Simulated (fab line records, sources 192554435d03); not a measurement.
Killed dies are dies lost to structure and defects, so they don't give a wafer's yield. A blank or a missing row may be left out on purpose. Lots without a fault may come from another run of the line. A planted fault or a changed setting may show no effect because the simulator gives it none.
Split-lot experiment | flow n5_finfet | 7 lots, 21 wafers read, on a route of 1938 steps

THE SPLIT
At N5_BEOL_M8_PECVD_70 (deposits SiO2 from TEOS/O2, target thk 20 nm, time 22.7 s), the setting time_s was moved away from the recipe's 22.7 s on 7 of the 21 wafers read, by -7.9% to +12.6%. The other wafers ran this setting at the recipe's value.

The reading is taken at the split's own step.

THE READING
SiO2_of_BEOL_M8_PECVD_70.thk_nm (the simulator's own value, which no gauge read), in nm, at N5_BEOL_M8_PECVD_70 (deposits SiO2 from TEOS/O2, target thk 20 nm, time 22.7 s). The file gives no usual value for it. The 14 wafers here that ran the recipe average 20.0 nm, standard deviation 0.3 nm.

wafer  | tool, chamber at the split | time_s as run, s | against the recipe | SiO2_of_BEOL_M8_PECVD_70.thk_nm, nm | against lot-mates on the recipe
L077.1 | pecvd-01, 0                | 22.7             | recipe             | 19.8                                | -
L077.5 | pecvd-01, 0                | 22.7             | recipe             | 19.8                                | -
L077.2 | pecvd-01, 1                | 22.7             | recipe             | 20.2                                | -
L078.1 | pecvd-02, 2                | 21.22            | -6.5%              | 18.8                                | -1.2
L078.5 | pecvd-02, 0                | 22.7             | recipe             | 20                                  | -
L078.6 | pecvd-02, 2                | 21.22            | -6.5%              | 18.6                                | -1.4
L081.3 | pecvd-02, 1                | 22.7             | recipe             | 19.4                                | -
L081.4 | pecvd-02, 1                | 22.7             | recipe             | 20                                  | -
L081.5 | pecvd-02, 0                | 22.7             | recipe             | 19.8                                | -
L083.1 | pecvd-03, 1                | 24.63            | +8.5%              | 21.4                                | +1.4
L083.3 | pecvd-03, 2                | 24.63            | +8.5%              | 21.8                                | +1.8
L083.4 | pecvd-03, 1                | 22.7             | recipe             | 20                                  | -
L087.2 | pecvd-01, 1,0              | 22.7             | recipe             | 20.2                                | -
L087.4 | pecvd-01, 1,0              | 22.7             | recipe             | 20.2                                | -
L087.3 | pecvd-01, 0                | 20.9             | -7.9%              | 18.2                                | -2.0
L091.3 | pecvd-03, 2                | 25.56            | +12.6%             | 22.8                                | +2.4
L091.4 | pecvd-03, 2                | 22.7             | recipe             | 20.8                                | -
L091.6 | pecvd-03, 1                | 22.7             | recipe             | 20                                  | -
L096.2 | pecvd-02, 0,2              | 22.7             | recipe             | 20                                  | -
L096.5 | pecvd-02, 0,2              | 22.7             | recipe             | 20                                  | -
L096.3 | pecvd-02, 1                | 24.29            | +7.0%              | 20.8                                | +0.8
Where a row lists several chambers, the file gives one row for several wafers and doesn't say which wafer went through which chamber.

THE FIT
A straight line over all 21 wafers: SiO2_of_BEOL_M8_PECVD_70.thk_nm changes by +0.199 nm for each +1% of time_s; r = +0.96; the points scatter about the line by 0.31 nm.
The same after taking each lot's own level away (the mean of its wafers on the recipe; 21 wafers): +0.193 nm for each +1%; r = +0.97; scatter 0.25 nm.
On that fit, the largest move of time_s shifts the reading by 2.4 nm.
The lots' own levels span 19.73 to 20.40 nm, that is 2.2 times the standard deviation above.
So the lot-to-lot level changes the slope little: the two slopes agree.
Check: with one of the wafers moved furthest among these (+12.6%) left out of the fit, the line predicts +2.37 nm for it against its lot-mates. It came out at +2.4 nm against them.

OTHER SPLITS ON THESE WAFERS
These wafers also went through other splits before the reading. Each is held against what the fit with the lots' levels taken away leaves over:
other split on the same wafers | wafers away from the commonest value | r with SiO2_of_BEOL_M8_PECVD_70.thk_nm (lot level and that fit taken away)
N5_BEOL_M7_ILD_DEP_00 time_s   | 7                                    | -0.22
N5_BEOL_M7_EXPOSE_08 dose_mj   | 4                                    | +0.34

THE FILE'S OWN FIT
SiO2_of_BEOL_M8_PECVD_70.thk_nm changes by +0.191 nm for each +1% of time_s, r = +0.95.
